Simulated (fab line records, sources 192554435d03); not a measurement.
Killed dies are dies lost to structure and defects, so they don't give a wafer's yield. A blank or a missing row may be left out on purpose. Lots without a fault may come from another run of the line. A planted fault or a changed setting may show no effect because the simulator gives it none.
Split-lot experiment | flow n5_finfet | 7 lots, 21 wafers read, on a route of 1938 steps

THE SPLIT
At N5_FIN_SAQP_ETCH_64 (etches SiO2 in CF4, target depth 1.5 nm), the setting bias_w was moved away from the recipe's 400 W on 5 of the 21 wafers read, by -16.4% to -11.8%. The other wafers ran this setting at the recipe's value.

The reading is taken at the split's own step.

THE READING
etch.depth_nm (the simulator's own value, which no gauge read), in nm, at N5_FIN_SAQP_ETCH_64 (etches SiO2 in CF4, target depth 1.5 nm). The file gives no usual value for it. The 16 wafers here that ran the recipe average 1.498 nm, standard deviation 0.012 nm.

wafer  | tool, chamber at the split | bias_w as run, W | against the recipe | etch.depth_nm, nm | against lot-mates on the recipe
L075.2 | rie_si-04, 2               | 400              | recipe             | 1.488             | -
L075.3 | rie_si-04, 3               | 400              | recipe             | 1.514             | -
L075.4 | rie_si-04, 0               | 400              | recipe             | 1.5               | -
L081.3 | rie_si-01, 2               | 400              | recipe             | 1.494             | -
L081.5 | rie_si-01, 2               | 400              | recipe             | 1.492             | -
L081.6 | rie_si-01, 3               | 334.2            | -16.4%             | 1.419             | -0.074
L083.3 | rie_si-04, 0               | 343.7            | -14.1%             | 1.438             | -0.078
L083.5 | rie_si-04, 1               | 400              | recipe             | 1.516             | -
L083.6 | rie_si-04, 0               | 343.7            | -14.1%             | 1.444             | -0.072
L085.4 | rie_si-01, 2               | 347              | -13.2%             | 1.433             | -0.073
L085.5 | rie_si-01, 0               | 400              | recipe             | 1.51              | -
L085.6 | rie_si-01, 3               | 400              | recipe             | 1.501             | -
L089.1 | rie_si-01, 3               | 352.9            | -11.8%             | 1.433             | -0.067
L089.3 | rie_si-01, 0               | 400              | recipe             | 1.492             | -
L089.6 | rie_si-01, 0               | 400              | recipe             | 1.508             | -
L094.1 | rie_si-01, 1               | 400              | recipe             | 1.482             | -
L094.3 | rie_si-01, 2               | 400              | recipe             | 1.497             | -
L094.6 | rie_si-01, 3               | 400              | recipe             | 1.509             | -
L096.1 | rie_si-01, 3               | 400              | recipe             | 1.511             | -
L096.4 | rie_si-01, 1               | 400              | recipe             | 1.483             | -
L096.5 | rie_si-01, 1               | 400              | recipe             | 1.474             | -

THE FIT
A straight line over all 21 wafers: etch.depth_nm changes by +0.00463 nm for each +1% of bias_w; r = +0.93; the points scatter about the line by 0.012 nm.
The same after taking each lot's own level away (the mean of its wafers on the recipe; 21 wafers): +0.00516 nm for each +1%; r = +0.96; scatter 0.0098 nm.
On that fit, the largest move of bias_w shifts the reading by 0.085 nm.
The lots' own levels span 1.4893 to 1.5160 nm, that is 2.2 times the standard deviation above.
So the lot-to-lot level changes the slope: the two fits differ.
Check: with one of the wafers moved furthest among these (-16.4%) left out of the fit, the line predicts -0.0894 nm for it against its lot-mates. It came out at -0.074 nm against them.

OTHER SPLITS ON THESE WAFERS
These wafers also went through other splits before the reading. Each is held against what the fit with the lots' levels taken away leaves over:
other split on the same wafers | wafers away from the commonest value | r with etch.depth_nm (lot level and that fit taken away)
N5_FIN_SAQP_COAT_10 spin_rpm   | 7                                    | +0.02

THE FILE'S OWN FIT
etch.depth_nm changes by +0.00515 nm for each +1% of bias_w, r = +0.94.
